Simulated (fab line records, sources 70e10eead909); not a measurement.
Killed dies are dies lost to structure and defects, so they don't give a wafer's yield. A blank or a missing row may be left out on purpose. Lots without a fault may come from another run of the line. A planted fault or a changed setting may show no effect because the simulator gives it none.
fab line records | flow nand_harc
record lots=13 wafers=39 last_day=24
route steps=1159 shown A_SGD_CUT@758 A_SLIT@785 END@1159
lots that met no fault: from a run of the same line without faults
start_h: hours from the record's first day to the start of the lot's first wafer shown | wait_h: hours since the lot's step before | " the same as in the row above | L1.1+2: a row that stands for several wafers | - no value, or no start given | * or withheld: withheld | < > ~ a bound
route shown NAME@n: a module of which the file shows steps, and the number in the route of the first | usual: mean/standard deviation of fault-free wafers | same: alike in all rows | chamber/n: place in a boat | sites: the reading at each site | _std_site: their standard deviation | _edge_site: outer sites' mean less inner sites' | radius_mm: how far each site lies from the wafer's centre | mask NAME#n: copy n | behind: the tool/chamber that last shaped the wafer | hold: why the lot was held/for how many hours/how that ended | device: the transistor (n, p or np) that didn't switch | end of line: the same wafers' tests at the end of the route | a step without rows: its recipe alone | killed: dies lost to structure and defects at the first sort, not the wafer's yield | map: a wafer's dies, x killed, . not, _ none there
set.NAME: the setting as run; set.NAME@STEP: as run at that earlier step | model.NAME: the simulator's own value behind a step, which no gauge read
steps of the route over a sample of lots; a table a step, a row a wafer
services: from which hour (start_h, from the record's first day; less than 0 if before it) a tool's chamber was out of use, for how many hours, and why
## steps
# step NHARC_A_SGD_CUT_CD_MEAS_09
# recipe target_cd_nm=100 landing_energy_ev=500
# usual cd_nm=100.0/0.55
# columns lot.wafer tool chamber start_h wait_h cd_nm
L818.1 cd_sem-01 0 312.77 - 100.2
L818.2 " 0 " " 100.4
L818.3 " 0 " " 100.4
L825.3 cd_sem-01 0 339.60 - 100.0
L825.5 " 0 " " 99.8
L825.6 " 0 " " 100.1
L827.1 cd_sem-03 0 358.24 - 99.8
L827.5 " 0 " " 99.5
L827.6 " 0 " " 99.9
L831.3 cd_sem-03 0 379.63 - 99.6
L831.5 " 0 " " 99.9
L831.6 " 0 " " 100.7
L828.4 cd_sem-03 0 381.10 - 99.7
L828.5 " 0 " " 99.9
L828.6 " 0 " " 100.2
L832.3 cd_sem-03 0 406.08 - 100.6
L832.5 " 0 " " 100.5
L832.6 " 0 " " 100.0
L836.1 cd_sem-03 0 413.46 - 100.4
L836.2 " 0 " " 100.5
L836.4 " 0 " " 100.4
L834.1 cd_sem-02 0 415.00 - 99.4
L834.4 " 0 " " 100.4
L834.5 " 0 " " 99.7
L835.1 cd_sem-03 0 416.55 - 100.0
L835.3 " 0 " " 100.0
L835.4 " 0 " " 99.3
L838.2 cd_sem-02 0 432.10 - 99.5
L838.3 " 0 " " 100.1
L838.4 " 0 " " 99.6
L840.1 cd_sem-01 0 444.91 - 99.0
L840.5 " 0 " " 100.9
L840.6 " 0 " " 100.0
L839.3 cd_sem-03 0 444.97 - 100.1
L839.5 " 0 " " 100.5
L839.6 " 0 " " 100.1
L841.1 cd_sem-02 0 451.62 - 100.6
L841.2 " 0 " " 100.2
L841.3 " 0 " " 100.2
# step NHARC_A_SGD_CUT_OVL_MEAS_10
# usual overlay_x_nm=-0.2/1 overlay_y_nm=-0.1/0.84
# columns lot.wafer tool chamber start_h wait_h overlay_x_nm overlay_y_nm
L818.1 overlay-02 - 312.85 - -0.5 -0.8
L818.2 " - " " 0.2 -0.6
L818.3 " - " " -0.7 -0.2
L825.3 overlay-02 - 339.69 - 2.2 1.0
L825.5 " - " " 2.0 0.6
L825.6 " - " " 1.8 1.0
L827.1 overlay-01 - 358.34 - 0.2 -0.2
L827.5 " - " " 0.0 0.2
L827.6 " - " " 0.4 0.3
L831.3 overlay-02 - 379.71 - -2.2 -0.5
L831.5 " - " " -2.0 -0.7
L831.6 " - " " -2.2 -0.7
L828.4 overlay-02 - 381.18 - 0.8 0.2
L828.5 " - " " 1.0 0.1
L828.6 " - " " 0.3 0.0
L832.3 overlay-01 - 406.16 - -0.7 -0.6
L832.5 " - " " -0.6 -1.1
L832.6 " - " " -0.8 -1.3
L836.1 overlay-02 - 413.56 - 1.0 -1.0
L836.2 " - " " 0.2 -0.8
L836.4 " - " " 0.6 -1.2
L834.1 overlay-02 - 415.09 - 0.4 -1.3
L834.4 " - " " 1.0 -2.0
L834.5 " - " " 0.7 -1.3
L835.1 overlay-01 - 416.64 - -0.2 -0.7
L835.3 " - " " 0.0 -1.1
L835.4 " - " " -0.2 -0.6
L838.2 overlay-01 - 432.19 - -1.2 0.6
L838.3 " - " " -1.0 0.8
L838.4 " - " " -1.2 1.1
L840.1 overlay-01 - 445.00 - -1.9 -0.3
L840.5 " - " " -1.5 -0.7
L840.6 " - " " -1.7 -0.5
L839.3 overlay-02 - 445.06 - -2.1 -1.0
L839.5 " - " " -1.6 -1.3
L839.6 " - " " -1.6 -0.7
L841.1 overlay-01 - 451.71 - 0.3 -1.0
L841.2 " - " " 1.0 -1.5
L841.3 " - " " 0.5 -1.0
# step NHARC_A_SLIT_SOFTBAKE_04
# recipe temp_c=105 time_s=55
# usual heater_power_total_W=188.46/0.14 resist_line_temp_C=23.04/0.11
# columns lot.wafer tool chamber start_h wait_h heater_power_total_W resist_line_temp_C
L818.1 litho_track-01 0 320 - 188.73 23.09
L818.2 " 0 " " 188.43 23.03
L818.3 " 0 " " 188.26 23.03
L825.3 litho_track-06 0 352 - 188.39 23.05
L825.5 " 0 " " 188.63 23.15
L825.6 " 0 " " 188.51 23.17
L827.1 litho_track-06 0 371 - 195.54 22.92
L827.5 " 0 " " 195.94 23.09
L827.6 " 0 " " 195.57 23.12
L828.4 litho_track-06 0 388 - 195.68 23.06
L828.5 " 0 " " 195.49 23.01
L828.6 " 0 " " 195.60 23.09
L831.3 litho_track-04 0 388 - 188.47 23.00
L831.5 " 0 " " 188.44 23.00
L831.6 " 0 " " 188.33 23.02
L832.3 litho_track-01 0 417 - 188.38 23.01
L832.5 " 0 " " 188.28 22.82
L832.6 " 0 " " 188.41 23.08
L834.1 litho_track-04 0 423 - 188.45 23.03
L834.4 " 0 " " 188.25 22.90
L834.5 " 0 " " 188.74 22.95
L836.1 litho_track-01 0 424 - 188.43 23.01
L836.2 " 0 " " 188.41 23.07
L836.4 " 0 " " 188.32 22.97
L835.1 litho_track-04 0 426 - 188.27 23.04
L835.3 " 0 " " 188.45 22.98
L835.4 " 0 " " 188.29 22.90
L838.2 litho_track-04 0 441 - 188.42 22.96
L838.3 " 0 " " 188.69 22.93
L838.4 " 0 " " 188.66 23.17
L839.3 litho_track-01 0 455 - 188.42 23.12
L839.5 " 0 " " 188.52 23.13
L839.6 " 0 " " 188.44 23.04
L840.1 litho_track-06 0 455 - 188.48 23.13
L840.5 " 0 " " 188.39 23.30
L840.6 " 0 " " 188.73 23.19
L841.1 litho_track-04 0 461 - 188.42 22.91
L841.2 " 0 " " 188.30 22.93
L841.3 " 0 " " 188.33 22.95
# step NHARC_A_SLIT_ETCH_29
# recipe target_depth_a=1000 overetch_a=100 time_s=55 ion_energy_ev=100 cf4_flow_sccm=80 o2_flow_sccm=20 ar_flow_sccm=0 rf_w=300 bias_w=100 chemistry=CF4/O2
# usual drypump_motor_current_A=5.8/0.51 oes_product_au=0.998/0.0092 rf_vpp_V=198.0/1.3 showerhead_plenum_p_Torr=1.34/0.052 throttle_valve_pct=13.397/0.0098
# columns lot.wafer tool chamber start_h wait_h drypump_motor_current_A oes_product_au rf_hours_counter_h rf_vpp_V showerhead_plenum_p_Torr throttle_valve_pct
L818.3 rie_diel-05 3 325.81 0.1 5.2 0.999 14 199.2 1.39 13.382
L818.2 " 0 " " 6.0 1.002 13 199.9 1.38 13.389
L818.1 " 2 " " 5.0 0.989 13 196.3 1.30 13.398
L825.3 rie_diel-05 0 355.47 0.1 6.0 0.996 0 201.0 1.38 13.394
L825.6 " 0 " " 6.0 0.993 - 197.5 1.38 13.389
L825.5 " 1 " " 6.4 1.003 - 197.6 1.36 13.394
L827.1 rie_diel-05 0 379.52 0.1 6.0 0.995 2 199.1 1.38 13.409
L827.5 " 2 " " 5.0 0.982 - 197.1 1.30 13.401
L827.6 " 3 " " 5.2 0.988 - 197.7 1.39 13.408
L828.4 rie_diel-08 1 393.43 0.1 6.1 1.011 6 196.9 1.26 13.396
L828.6 " 3 " " 5.4 1.000 - 197.6 1.33 13.389
L828.5 " 0 " " 5.6 0.992 - 197.1 1.26 13.404
L831.3 rie_diel-05 2 393.71 0.1 5.0 0.985 3 197.4 1.30 13.380
L831.6 " 1 " " 6.4 1.006 - 198.2 1.36 13.406
L831.5 " 2 " " 5.0 0.984 - 198.6 1.30 13.398
L832.3 rie_diel-05 0 420.86 0.1 6.0 1.001 5 198.7 1.38 13.395
L832.6 " 3 " " 5.2 0.984 - 199.5 1.39 13.393
L832.5 " 0 " " 6.0 0.995 - 199.8 1.38 13.411
L834.4 rie_diel-12 0 426.89 0.1 6.2 0.994 2 197.1 1.30 13.397
L834.1 " 1 " " 5.8 0.983 3 199.5 1.35 13.390
L834.5 " 2 " " 6.4 1.003 - 201.1 1.43 13.404
L836.2 rie_diel-08 2 428.37 0.1 5.5 0.993 9 196.6 1.29 13.404
L836.4 " 3 " " 5.4 1.003 9 197.3 1.33 13.405
L836.1 " 0 " " 5.6 1.004 9 197.4 1.26 13.394
L835.3 rie_diel-08 3 430.01 0.1 5.4 1.002 9 197.5 1.33 13.403
L835.4 " 0 " " 5.6 1.006 9 196.0 1.26 13.397
L835.1 " 1 " " 6.1 1.014 9 197.2 1.26 13.394
L838.4 rie_diel-12 3 444.81 0.1 6.7 1.002 4 198.4 1.37 13.415
L838.3 " 0 " " 6.2 0.992 3 196.1 1.30 13.395
L838.2 " 1 " " 5.8 1.001 4 198.4 1.35 13.409
L839.3 rie_diel-05 1 458.78 0.1 6.4 1.000 9 197.9 1.36 13.408
L839.6 " 3 " " 5.2 0.997 - 198.2 1.39 13.402
L839.5 " 0 " " 6.0 1.002 - 198.5 1.38 13.390
L840.1 rie_diel-12 1 458.96 0.1 5.8 0.989 5 199.2 1.35 13.395
L840.6 " 1 " " 5.8 0.985 - 198.6 1.35 13.364
L840.5 " 2 " " 6.4 1.011 - 199.7 1.43 13.387
L841.2 rie_diel-08 0 465.45 0.1 5.6 0.994 13 197.1 1.26 13.395
L841.1 " 1 " " 6.1 1.006 12 196.2 1.26 13.400
L841.3 " 3 " " 5.4 0.986 13 198.2 1.33 13.398
# step NHARC_END_SORT_01
# recipe temp_c=25
# usual killed_at_array=26/10 killed_at_other=0.5/0.87 killed_at_periphery=3.0/2.5 killed_dies=29/11 killed_open=3.3/1.9 killed_short=1.8/1.5
# same gross_dies=677
# columns lot.wafer tool chamber start_h wait_h killed_at_array killed_at_other killed_at_periphery killed_dies killed_open killed_short
L834.1 prober-01 0 550.11 2.5 30 0 0 30 3 3
L834.4 prober-01 0 552.51 3.4 30 1 0 31 4 2
L834.5 prober-01 0 553.31 3.7 28 0 2 30 2 2
# killed by level:class
L834.1 A_CHANNEL_HOLE_D1:chamber_film_flake=15 A_STAIRCASE:chamber_film_flake=4 A_CONTACT:chamber_film_flake=4 A_WL_FILL:geometric_particle:short=2 A_WL_FILL:geometric_particle:open=1 A_CONTACT:geometric_particle:short=1 A_BLC:geometric_particle:open=1 A_M0:geometric_particle:open=1
L834.4 A_CHANNEL_HOLE_D1:chamber_film_flake=17 A_STAIRCASE:chamber_film_flake=5 A_WL_FILL:geometric_particle:open=3 A_ONON_D1:geometric_particle:short=1 A_M0:geometric_particle:open=1 STARTING-WAFER:geometric_particle:short=1 A_WL_FILL:chamber_film_flake=1 A_CONTACT:chamber_film_flake=1
L834.5 A_CHANNEL_HOLE_D1:chamber_film_flake=21 P_GATE:chamber_film_flake=2 A_ONON_D1:geometric_particle:open=1 A_SGD_CUT:geometric_particle:open=1 A_SGD_CUT:geometric_particle:short=1 A_WL_FILL:geometric_particle:short=1 A_STAIRCASE:chamber_film_flake=1 A_SLIT:chamber_film_flake=1
## services
# columns tool chamber start_h hours kind
rie_diel-08 - 302.07 9.0 pm
rie_diel-12 1 309.14 5.5 repair
litho_track-04 - 316.00 7.0 pm
rie_diel-05 0 319.64 - clean
rie_diel-05 1 319.64 - clean
rie_diel-05 2 319.64 - clean
rie_diel-05 3 319.64 - clean
rie_diel-12 - 324.63 0.5 repair
rie_diel-05 - 340.72 9.0 pm
rie_diel-05 0 340.72 9.0 vent_cycle
rie_diel-05 1 340.72 9.0 vent_cycle
rie_diel-05 2 340.72 9.0 vent_cycle
rie_diel-05 3 340.72 9.0 vent_cycle
rie_diel-12 3 343.80 2.7 repair
rie_diel-05 0 349.72 - clean
rie_diel-05 1 349.72 - clean
rie_diel-05 2 349.72 - clean
rie_diel-05 3 349.72 - clean
rie_diel-08 - 368.55 0.6 repair
rie_diel-12 - 379.43 9.0 pm
rie_diel-05 0 387.95 11.7 repair
rie_diel-05 0 429.66 2.4 repair
litho_track-01 - 443.00 7.0 pm
rie_diel-08 1 448.29 1.4 repair
## key
first_sign step=NHARC_A_SLIT_SOFTBAKE_04 reading=heater_power_total_W direction=up sigmas=51 usual=* struck=*
effect none on later readings
met_at NHARC_A_SLIT_SOFTBAKE_04
struck_lots L827,L828
tester_left_out L827,L828
not_acting_at NHARC_A_SGD_CUT_CD_MEAS_09,NHARC_A_SGD_CUT_OVL_MEAS_10,NHARC_A_SLIT_ETCH_29
onset_between 352 371
fault kind=process_parameter_drift tool=litho_track-06 chamber=- onset_h=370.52 steps=NHARC_A_SLIT_SOFTBAKE_04 channel=time_s offset=* shape=step end_h=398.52 acts_in=* stated=*
# tester_left_out: of these lots the tester's yield and bins aren't shown, on N5 and GAA mostly nor the transistor test; their killed dies are dies lost to structure and defects alone, not to doping, threshold or leakage, so they don't give the yield
